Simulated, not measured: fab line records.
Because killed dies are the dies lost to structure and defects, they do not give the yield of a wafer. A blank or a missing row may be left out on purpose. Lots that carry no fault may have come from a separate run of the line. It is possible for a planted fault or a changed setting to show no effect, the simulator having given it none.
Comparing a struck lot with a sound one | flow n5Finfet | 16 steps out of a route of 1938
Sound: these wafers, L925.1, L925.2, L925.4. Struck: wafer L930.3 (L930.1, L930.4, from the same lot, were not struck and are left out); the cause is given at the end.
Per side, at each step with rows, come the tool, then ch with its chambers, and then its first start. Under that, the readings that differ: sound wafers | struck wafers | difference of the means | sigmas: that difference in standard deviations of wafers without a fault.
alike: readings with means less than 2 such deviations apart, plus words and numbers identical on both sides. not compared: withheld readings, readings lacking a value on some wafer, bounds such as >300 that could conceal the same value, and numbers that have no deviation in the record and whose values overlap.
The two part at a step that has a row with sigmas, a row that says differs or no value, or rows on one side only. Numbers that don't overlap but have no deviation are shown without sigmas and don't part them. A reading that every wafer of one side lacks parts them only if that side has two wafers or more.

first, 1 step without rows for these wafers: N5_BEOL_M1_DEVELOP_27 (develop time 30 s).
N5_BEOL_M1_CD_MEAS_28: target cd y 23.3 nm.
  sound on cdSem-03 ch 0, day 9 16:41; struck on cdSem-01 ch 0, day 10 17:38
  alike: cdNm
N5_BEOL_M1_OVL_MEAS_29:
  sound on overlay-01 ch 0, day 9 16:43; struck on overlay-01 ch 0, day 10 17:40
  alike: V0_OVL
N5_BEOL_M1_INSPECT_30: inspects for defects (brightfield).
  struck on defectInspect-01, day 10 17:44; sound on defectInspect-02, day 9 16:46
  alike: rawDefectCount
then, 1 step without rows for these wafers: N5_BEOL_M1_DESCUM_33 (chemistry O2, time 7 s).
N5_BEOL_M1_ETCH_77: etches underlayer in N2/H2, target depth 6.5 nm, time 5.2 s.
  sound on rieDiel-06 ch 0,2,3, day 9 16:56; struck on rieDiel-03 ch 2, day 10 17:48
reading             | sound       | struck | difference | sigmas
rfHoursCounterH (h) | 171 165 118 | 182    | +31        | 
  alike: biasW, drypumpMotorCurrentA, etchRfOnTimeS, oesProductAu, rfVppV, showerheadPlenumPTorr, throttleValvePct
N5_BEOL_M1_ETCH_69: etches SiARC in CF4, target depth 15.6 nm, time 26 s.
  sound on rieDiel-06 ch 0,2,3, day 9 16:57; struck on rieDiel-03 ch 2, day 10 17:49
reading              | sound             | struck | difference | sigmas
rfHoursCounterH (h)  | 171 165 118       | 182    | +31        | 
throttleValvePct (%) | 15.55 15.63 15.80 | 15.36  | -0.30      | -2
  alike: biasW, cf4FlowSccm, drypumpMotorCurrentA, etchRfOnTimeS, oesProductAu, rfVppV, showerheadPlenumPTorr
N5_BEOL_M1_ALD_98: deposits SiO2, target thk 2.5 nm, pulse time 1 s, co reactant pulse time 1 s.
  sound on aldSin-03 ch 0,1,3, day 9 17:02; struck on aldSin-04 ch 2, day 10 19:03
reading          | sound    | struck | difference | sigmas
heaterPowerW (W) | 72 73 74 | 90     | +17        | +2
  alike: precursorPulseHeightRel
N5_BEOL_M1_ETCHBACK_99: etches SiO2 in CHF3, target depth 5 nm, time 10.4 s.
  sound on rieDiel-05 ch 0,1,2, day 10 01:55; struck on rieDiel-05 ch 0, day 10 19:34
reading             | sound     | struck | difference | sigmas
rfHoursCounterH (h) | 216 15 60 | 222    | +125       | 
  alike: drypumpMotorCurrentA, oesProductAu, rfVppV, showerheadPlenumPTorr, throttleValvePct
N5_BEOL_M1_ETCH_70: etches SOC in N2/H2, target depth 80 nm, overetch 16 nm, time 120 s.
  sound on rieDiel-05 ch 0,1,2, day 10 01:56; struck on rieDiel-05 ch 0, day 10 19:36
reading             | sound     | struck | difference | sigmas
rfHoursCounterH (h) | 216 15 60 | 222    | +125       | 
  alike: biasW, drypumpMotorCurrentA, oesProductAu, rfVppV, showerheadPlenumPTorr, throttleValvePct
then, 2 steps without rows for these wafers: N5_BEOL_M1_STRIP_71 (strips in N2/H2); N5_BEOL_M1_STRIP_78 (strips in N2/H2).
N5_BEOL_M1_VIA_ETCH_34: etches the open film in C4F6/O2, target depth 67.8 nm, time 64.4 s.
  sound on rieDiel-05 ch 0,1,2, day 10 02:02; struck on rieDiel-05 ch 0, day 10 19:43
reading                 | sound             | struck | difference | sigmas
biasW (W)               | 170.1 170.7 169.5 | 190.6  | +20.5      | +44
rfHoursCounterH (h)     | 216 15 60         | 222    | +125       | 
rfVppV (V)              | 650 680 658       | 715    | +52        | +4
model.etch.depthNm (nm) | 65.05 67.96 67.34 | 68.16  | +1.38      | 
  alike: drypumpMotorCurrentA, oesProductAu, showerheadPlenumPTorr, throttleValvePct
then, 1 step without rows for these wafers: N5_BEOL_M1_STRIP_83 (strips in C4F6/O2).
-- a jump in the record: the struck wafers' starts before and after are 2 days apart (it breaks off in module BEOL_M1 and resumes in module BEOL_M4, where the first step shown is number 1111 of the route) --
N5_BEOL_M4_RC_MEAS_101:
  sound on prober-01 ch 0, day 12 06:58; struck on prober-02 ch 0, day 12 22:58
reading       | sound       | struck | difference | sigmas
ION_N (uA/um) | 649 667 671 | 688    | +26        | +2
  alike: DIBL_N, DIBL_P, IOFF_N, IOFF_P, ION_P, SS_N, SS_P, VT_N, VT_P
-- record jumps: 4 days separate the struck wafers' starts on either side; left off in module BEOL_M4, taken up again in module PASSIVATION, whose first shown step is the route's number 1936 --
N5_PASSIVATION_PROBE_49:
  struck on prober-01, day 17 08:15; sound on prober-01, day 16 15:19
reading               | sound       | struck | difference | sigmas
sort_bin_6_memory (%) | 3.7 4.3 3.4 | 2.5    | -1.3       | -2
  alike: defectLimitedYield, killed_at_M0_to_M3, killed_at_M4_up, killedAtContacts, killedAtFrontEnd, killedAtOther, killedDies, killedOpen, killedShort, sort_bin_4_leakage, sort_bin_5_function, sortNPass, sortYieldPct

== WHERE THEY PART ==
Earliest at N5_BEOL_M1_ETCH_69; latest, in this record, at N5_PASSIVATION_PROBE_49.

WHY: whatever the simulator had introduced
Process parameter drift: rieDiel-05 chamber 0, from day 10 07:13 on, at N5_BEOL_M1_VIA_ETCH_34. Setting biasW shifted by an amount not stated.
